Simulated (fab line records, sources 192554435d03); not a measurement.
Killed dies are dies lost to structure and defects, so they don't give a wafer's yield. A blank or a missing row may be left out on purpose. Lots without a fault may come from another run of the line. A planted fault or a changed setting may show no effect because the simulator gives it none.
fab line records | flow n5_finfet
record lots=4 wafers=12 last_day=16
route steps=1938 shown BEOL_M1@789 PASSIVATION@1936
lots that met no fault: from a run of the same line without faults
start_h: hours from the record's first day to the start of the lot's first wafer shown | wait_h: hours since the lot's step before | " the same as in the row above | L1.1+2: a row that stands for several wafers | - no value, or no start given | * or withheld: withheld | < > ~ a bound
route shown NAME@n: a module of which the file shows steps, and the number in the route of the first | usual: mean/standard deviation of fault-free wafers | same: alike in all rows | chamber/n: place in a boat | sites: the reading at each site | _std_site: their standard deviation | _edge_site: outer sites' mean less inner sites' | radius_mm: how far each site lies from the wafer's centre | mask NAME#n: copy n | behind: the tool/chamber that last shaped the wafer | hold: why the lot was held/for how many hours/how that ended | device: the transistor (n, p or np) that didn't switch | end of line: the same wafers' tests at the end of the route | a step without rows: its recipe alone | killed: dies lost to structure and defects at the first sort, not the wafer's yield | map: a wafer's dies, x killed, . not, _ none there
set.NAME: the setting as run; set.NAME@STEP: as run at that earlier step | model.NAME: the simulator's own value behind a step, which no gauge read
lots at some steps of the route; a table a step, a row a wafer
services: from which hour (start_h, from the record's first day; less than 0 if before it) a tool's chamber was out of use, for how many hours, and why
## steps
# step N5_BEOL_M1_DESCUM_33
# recipe chemistry=O2 time_s=7 source_power_w=50 bias_power_w=20 pressure_mtorr=20 rf_frequency_hz=2.712e+07 temp_c=40 resist=CAR-EUV o2_flow_sccm=225
# step N5_BEOL_M1_ETCH_77
# recipe chemistry=N2/H2 target=underlayer target_depth_a=65 mask_material=CAR-EUV time_s=5.2 ion_energy_ev=200 pressure_mtorr=30 source_w=840 bias_w=150 n2_flow_sccm=200 h2_flow_sccm=200 ends=cleared
# step N5_BEOL_M1_ETCH_69
# recipe chemistry=CF4 target=SiARC target_depth_a=156 mask_material=CAR-EUV time_s=26 ion_energy_ev=80 pressure_mtorr=40 source_w=545 bias_w=36 Ar_flow_sccm=100 cf4_flow_sccm=100 ends=cleared
# step N5_BEOL_M1_ALD_98
# recipe material=SiO2 target_thk_a=25 temp_c=100 ald_precursor_family=BDEAS ald_co_reactant=O2-plasma pulse_time_s=1 co_reactant_pulse_time_s=1 purge_time_s=2 co_reactant_purge_time_s=2 ald_cycles=17 pressure_torr=2
# step N5_BEOL_M1_ETCHBACK_99
# recipe chemistry=CHF3 target=SiO2 target_depth_a=50 time_s=10.4 source_w=215 bias_w=47 Ar_flow_sccm=200 CHF3_flow_sccm=12 ion_energy_ev=100 pressure_mtorr=30
# step N5_BEOL_M1_ETCH_70
# recipe chemistry=N2/H2 target=SOC target_depth_a=800 overetch_a=160 mask_material=SiARC temp_c=40 time_s=120 ion_energy_ev=200 pressure_mtorr=30 source_w=840 bias_w=150 n2_flow_sccm=200 h2_flow_sccm=200
# step N5_BEOL_M1_STRIP_71
# recipe chemistry=N2/H2 temp_c=40 n2_flow_sccm=200 h2_flow_sccm=200 rf_frequency_hz=6e+07
# step N5_BEOL_M1_STRIP_78
# recipe chemistry=N2/H2 temp_c=40 n2_flow_sccm=200 h2_flow_sccm=200 rf_frequency_hz=6e+07
# step N5_BEOL_M1_VIA_ETCH_34
# recipe chemistry=C4F6/O2 target_depth_a=678 mask_material=SOC pressure_mtorr=15 ion_energy_ev=250 taper_deg=4 time_s=64.4 source_w=350 bias_w=170 Ar_flow_sccm=300 C4F6_flow_sccm=10 O2_flow_sccm=10
# step N5_BEOL_M1_STRIP_83
# recipe chemistry=C4F6/O2 resist=SiARC rf_frequency_hz=6e+07
# step N5_BEOL_M1_STRIP_36
# recipe chemistry=N2/H2 power_w=450 temp_c=40 pressure_mtorr=20 rf_frequency_hz=6e+07 overash_fraction=0.3 bias_power_w=7 h2_frac=0.5 n2_flow_sccm=200 h2_flow_sccm=200
# usual drypump_motor_current_A=5.7/0.43 oes_product_au=0.77/0.083 rf_vpp_V=59.2/1.5 showerhead_plenum_p_Torr=2.54/0.077 throttle_valve_pct=23.64/0.27
# columns lot.wafer tool chamber start_h wait_h drypump_motor_current_A oes_product_au rf_hours_counter_h rf_vpp_V showerhead_plenum_p_Torr throttle_valve_pct
L859.1 rie_diel-06 1 129.10 0.0 5.8 0.76 136 58.8 2.44 23.61
L859.4 " 3 " " 5.2 0.77 147 58.4 2.65 23.16
L859.5 " 2 " " 5.9 0.73 - 59.8 2.63 23.52
L860.4 rie_diel-04 0 132.14 0.0 5.6 0.83 - 57.5 2.48 23.65
L860.5 " 2 " " 6.5 0.64 - 58.9 2.48 24.07
L860.6 " 1 " " 5.9 0.70 - 60.1 2.62 23.55
L878.1 rie_diel-04 3 237.90 0.0 5.1 0.76 161 57.4 2.54 24.03
L878.5 " 0 " " 5.6 0.81 - 59.7 2.47 23.68
L878.6 " 1 " " 5.9 0.67 - 61.0 2.61 23.57
L879.2 rie_diel-04 0 247.14 0.0 5.6 0.82 80 58.0 2.47 23.71
L879.3 " 3 " " 5.1 0.76 163 56.9 2.54 24.06
L879.6 " 0 " " 5.6 0.81 - 59.7 2.47 23.71
# step N5_BEOL_M1_TRENCH_ETCH_37
# recipe chemistry=C4F6/O2 target_depth_a=552.07 target=SiOC time_s=29 ion_energy_ev=250 pressure_mtorr=30 source_w=355 bias_w=185 Ar_flow_sccm=300 C4F6_flow_sccm=10 O2_flow_sccm=10
# step N5_BEOL_M1_ETCH_41
# recipe chemistry=CH3F/O2 target=SiCN target_depth_a=319 taper_deg=2 time_s=57.8 ion_energy_ev=120 mask_material=TiN pressure_mtorr=30 source_w=395 bias_w=75 Ar_flow_sccm=150 CH3F_flow_sccm=30 O2_flow_sccm=20
# step N5_BEOL_M1_STRIP_97
# recipe chemistry=N2/H2 time_s=10 power_w=450 temp_c=40 pressure_mtorr=20 rf_frequency_hz=6e+07 bias_power_w=7 n2_flow_sccm=200 h2_flow_sccm=200
# step N5_BEOL_M1_HM_STRIP_39
# recipe chemistry=peroxide_tin_strip material=TiN target_depth_a=250 temp_c=50 time_s=158
# step N5_BEOL_M1_SRD_40
# recipe time_s=30 temp_c=23 rinse_liquid=diw dry=ipa_marangoni
# step N5_BEOL_M1_PRECLEAN_42
# recipe chemistry=residue_remover time_s=60 temp_c=40
# step N5_BEOL_M1_SRD_43
# recipe time_s=30 temp_c=23 rinse_liquid=diw dry=ipa_marangoni
# step N5_BEOL_M1_DEGAS_44
# recipe ambient=vacuum temp_c=250 time_s=60
# step N5_BEOL_M1_PRE_CLEAN_45
# recipe gas=H2/He time_s=30 temp_c=250
# step N5_BEOL_M1_ALD_84
# recipe material=TaN target_thk_a=* temp_c=275 ald_precursor_family=PDMAT ald_co_reactant=NH3 pressure_torr=3 carrier_flow_sccm=1500 pulse_time_s=2 purge_time_s=3 co_reactant_purge_time_s=2 co_reactant_pulse_time_s=3 ald_cycles=30 precursor_vessel_temp_c=75 precursor_vessel_pressure_torr=26.25 precursor_vessel_carrier_sccm=1000
# step N5_BEOL_M1_SURFACE_TREAT_85
# recipe gas=Ar time_s=* ion_energy_ev=* ion_current_ma_cm2=0.5 pressure_mtorr=* ar_flow_sccm=30
# step N5_BEOL_M1_CVD_47
# recipe material=Co target_thk_a=30 temp_c=withheld precursor=CCTBA/H2 pressure_torr=30 time_s=223.8
# step N5_BEOL_M1_SPUTTER_48
# recipe material=Cu target_thk_a=45 temp_c=-20 chamber_pressure_pa=0.07 power_w=withheld time_s=8.29
# step N5_BEOL_M1_ANNEAL_49
# recipe temp_c=400 time_s=240 ambient=vacuum
# step N5_BEOL_M1_SPUTTER_79
# recipe material=Cu target_thk_a=45 temp_c=-20 chamber_pressure_pa=0.07 power_w=withheld time_s=8.29
# step N5_BEOL_M1_ANNEAL_80
# recipe temp_c=400 time_s=240 ambient=vacuum
# step N5_BEOL_M1_SPUTTER_81
# recipe material=Cu target_thk_a=45 temp_c=-20 chamber_pressure_pa=0.07 power_w=withheld time_s=8.29
# step N5_BEOL_M1_ANNEAL_82
# recipe temp_c=400 time_s=240 ambient=vacuum
# step N5_BEOL_M1_SPUTTER_86
# recipe material=Cu target_thk_a=45 temp_c=-20 chamber_pressure_pa=0.07 power_w=withheld time_s=8.29
# step N5_BEOL_M1_ANNEAL_87
# recipe temp_c=400 time_s=240 ambient=vacuum
# step N5_BEOL_M1_SPUTTER_88
# recipe material=Cu target_thk_a=45 temp_c=-20 chamber_pressure_pa=0.07 power_w=withheld time_s=8.29
# step N5_BEOL_M1_ANNEAL_89
# recipe temp_c=400 time_s=240 ambient=vacuum
# step N5_BEOL_M1_SPUTTER_90
# recipe material=Cu target_thk_a=45 temp_c=-20 chamber_pressure_pa=0.07 power_w=withheld time_s=8.29
# step N5_BEOL_M1_ANNEAL_91
# recipe temp_c=400 time_s=240 ambient=vacuum
# step N5_BEOL_M1_SPUTTER_92
# recipe material=Cu target_thk_a=45 temp_c=-20 chamber_pressure_pa=0.07 power_w=withheld time_s=8.29
# step N5_BEOL_M1_ANNEAL_93
# recipe temp_c=400 time_s=240 ambient=vacuum
# step N5_BEOL_M1_SPUTTER_94
# recipe material=Cu target_thk_a=45 temp_c=-20 chamber_pressure_pa=0.07 power_w=withheld time_s=8.29
# step N5_PASSIVATION_PROBE_49
# usual defect_limited_yield=91.4/1.5 killed_at_M0_to_M3=31/11 killed_at_M4_up=13/5.5 killed_at_contacts=13/6.3 killed_at_front_end=40/13 killed_at_other=3.3/2.6 killed_dies=101/18 killed_open=67/13 killed_short=33/7.9 sort_bin_5_function=5.1/1 sort_bin_6_memory=3.2/0.68 sort_n_pass=1079/18 sort_yield_pct=91.4/1.5
# same gross_dies=1180 killed_at_back_side=0 sort_bin_4_leakage[%]=0 sort_bin_8_speed[%]=0
# columns lot.wafer tool chamber start_h wait_h defect_limited_yield[%] killed_at_M0_to_M3 killed_at_M4_up killed_at_contacts killed_at_front_end killed_at_other killed_dies killed_open killed_short sort_bin_5_function[%] sort_bin_6_memory[%] sort_n_pass sort_yield_pct[%]
L878.1 prober-02 - 370.03 0.0 81.8 144 15 14 37 5 215 64 12 12.2 3.6 965 81.8
L878.5 prober-02 - 370.23 0.2 84.2 114 19 11 41 2 187 63 19 10.0 3.4 993 84.2
L878.6 prober-02 - 370.28 0.3 89.3 68 15 18 22 3 126 45 24 5.8 3.1 1054 89.3
L879.2 prober-01 - 387.92 0.1 84.1 134 5 11 33 5 188 63 14 9.7 3.6 992 84.1
L879.3 prober-01 - 387.97 0.1 81.1 146 13 3 60 1 223 66 30 11.6 4.2 957 81.1
L879.6 prober-01 - 388.12 0.3 84.3 113 17 4 45 6 185 59 25 9.9 3.6 995 84.3
# killed by level:class
L878.1 BEOL_M1:unspecified=138 MOL_CONTACT_COAG:geometric_particle:open=12 FIN_SAQP:geometric_particle:open=9 BEOL_M4:geometric_particle:open=8 STI_FIN_REVEAL:geometric_particle:open=7 STARTING-WAFER:geometric_particle:open=5 ILD0:geometric_particle:open=4 BEOL_M0:geometric_particle:open=3
L878.5 BEOL_M1:unspecified=104 STI_FIN_REVEAL:geometric_particle:open=18 MOL_CONTACT_COAG:geometric_particle:open=7 BEOL_M5:geometric_particle:open=6 GATE_CUT:geometric_particle:short=4 MOL_CONTACT_COAG:geometric_particle:short=4 BEOL_M4:geometric_particle:open=4 STARTING-WAFER:geometric_particle:open=4
L878.6 BEOL_M1:unspecified=56 MOL_CONTACT_COAG:geometric_particle:open=15 STI_FIN_REVEAL:geometric_particle:open=7 BEOL_M4:geometric_particle:open=5 BEOL_M0:geometric_particle:short=4 MOL_CONTACT_COAG:geometric_particle:short=3 BEOL_M0_SAQP:geometric_particle:short=3 BEOL_M2:geometric_particle:open=3
L879.2 BEOL_M1:unspecified=111 STI_FIN_REVEAL:geometric_particle:open=13 MOL_CONTACT_COAG:geometric_particle:open=11 BEOL_M2:geometric_particle:open=8 DUMMY_GATE:geometric_particle:open=7 BEOL_M2:geometric_particle:short=7 BEOL_M4:geometric_particle:open=4 FIN_SAQP:geometric_particle:open=3
L879.3 BEOL_M1:unspecified=127 STI_FIN_REVEAL:geometric_particle:open=17 FIN_SAQP:geometric_particle:open=8 DUMMY_GATE:geometric_particle:open=8 BEOL_M4:geometric_particle:open=7 STI_FIN_REVEAL:geometric_particle:short=6 FIN_SAQP:geometric_particle:short=5 BEOL_M1:geometric_particle:open=5
L879.6 BEOL_M1:unspecified=101 STI_FIN_REVEAL:geometric_particle:open=18 BEOL_M4:geometric_particle:open=12 FIN_SAQP:geometric_particle:short=7 FIN_SAQP:geometric_particle:open=6 STI_FIN_REVEAL:geometric_particle:short=5 BEOL_M2:geometric_particle:short=5 DUMMY_GATE:geometric_particle:open=4
# map L878.1 (x killed, . not)
_________________....x.......________________
______________....xx...........x_____________
___________...............x........__________
__________.x.xxxx.x.x..............._________
________..xx.xxxxxxxx...x............._______
_______..xxxxxxxxxxxxxx..........x..x..______
______...x.xxxxxxxxxxxx................._____
_____..x.x.xxxxxxxxxxx..x................____
____.x...x.xxxxxxxxxxxxxx................x___
___.....xxxxxxxxxxxxxx.x.......x...........__
___..x.x.xxxxxxxxxxxxxx...........x..x.....__
__....xx.xxxxxxxxxxxxx.......x.............x_
__.........xxxxxxx.xxx....x..x.............._
_.....x...x.xxxxxxx..x.......................
_.........x..x.xx.x............x...........x.
_.......xxxx..xx.........x.......x...........
_......................x....................x
_.......................x.........x.x..x.....
_............................................
_......................................x...x.
_..x......................................x..
__................xx..................xx..xx_
__.........................................._
___x...x...x.........................x.x..x__
___........x......x........................__
____....x......x..x..............x........___
_____................x......x...x........____
______...........x.........x......x....._____
_______................x............x..______
________x..x.........................._______
__________x....x.....x..........x..._________
___________........................__________
______________.x................_____________
_________________x...........________________
# map L879.3 (x killed, . not)
_________________...x........________________
______________..............x..._____________
___________.x..x.....x.....x.......__________
__________....x.xx................x._________
________...xxxxxxxxxx.............x..._______
_______.xxxxxxxxxxx.xx..x.x............______
______..xxxxxxxxxxxxxx.....x.x.........._____
_____.....xxxxxxxxxxx.xxx.......x........____
____...x.xxxxxxxxxxxxxx...............x...___
___....x..xxxxxxxxxxxx.....x.x.............__
___..xx...xxxxxxxxxxx.x....................__
__......x.xxxxxxxxxxxxx..x.........x....x..._
__...xx....xx.xxxxxxxx......x..............._
_...x.x.x....x.xx.x.x...x........x.x.........
_..........x...xx.xxx.x......................
_...x...x.x..x....x.............x......x.....
_..x.x...x........x..........................
_...........................x................
_..........x.................................
_x.......x.x........x....x.xx...........x....
_....................x..........x.......x....
__x................xx......................._
__......xx..x..x...x......x............x...._
___.....x....xx...............x............__
___.x.......x......................x.......__
____...xx........x........................___
_____...........xx.x..x..................____
______...........x.x............x......._____
_______.x...............x..x..x.x......______
________........x.............x......._______
__________...x......................_________
___________..........x...x...x.....__________
______________...........x......_____________
_________________............________________
## services
# columns tool chamber start_h hours kind
rie_diel-04 0 150.26 5.2 repair
rie_diel-04 2 155.76 - clean
rie_diel-04 2 155.76 - consumable_replace:esc
rie_diel-04 2 155.76 - consumable_replace:focus_ring
rie_diel-04 2 155.76 18.5 scheduled_down
rie_diel-04 2 155.76 18.5 vent_cycle
rie_diel-06 1 175.19 8.7 repair
rie_diel-06 0 208.32 - clean
rie_diel-06 0 208.32 - consumable_replace:focus_ring
rie_diel-06 0 208.32 17.7 scheduled_down
rie_diel-06 0 208.32 17.7 vent_cycle
rie_diel-04 1 244.83 - clean
rie_diel-04 1 244.83 - consumable_replace:focus_ring
rie_diel-04 1 244.83 22.6 scheduled_down
rie_diel-04 1 244.83 22.6 vent_cycle
## key
first_sign step=N5_PASSIVATION_PROBE_49 reading=killed_at_M0_to_M3 direction=up sigmas=8.3 usual=31 struck=120
effect step=N5_PASSIVATION_PROBE_49 reading=killed_dies direction=up sigmas=4.8 usual=101 struck=187
more_kills_born_at N5_BEOL_M1_STRIP_36@rie_diel-04=637
met_at N5_BEOL_M1_STRIP_36
struck_wafers L878.1,L878.5,L878.6,L879.2,L879.3,L879.6
onset_between 132.14 237.90
also_fits time
fault kind=chamber_particle_source tool=rie_diel-04 chamber=- onset_h=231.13 steps=N5_BEOL_M1_STRIP_36 rate_per_visit_cm2=1.095 end_h=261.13
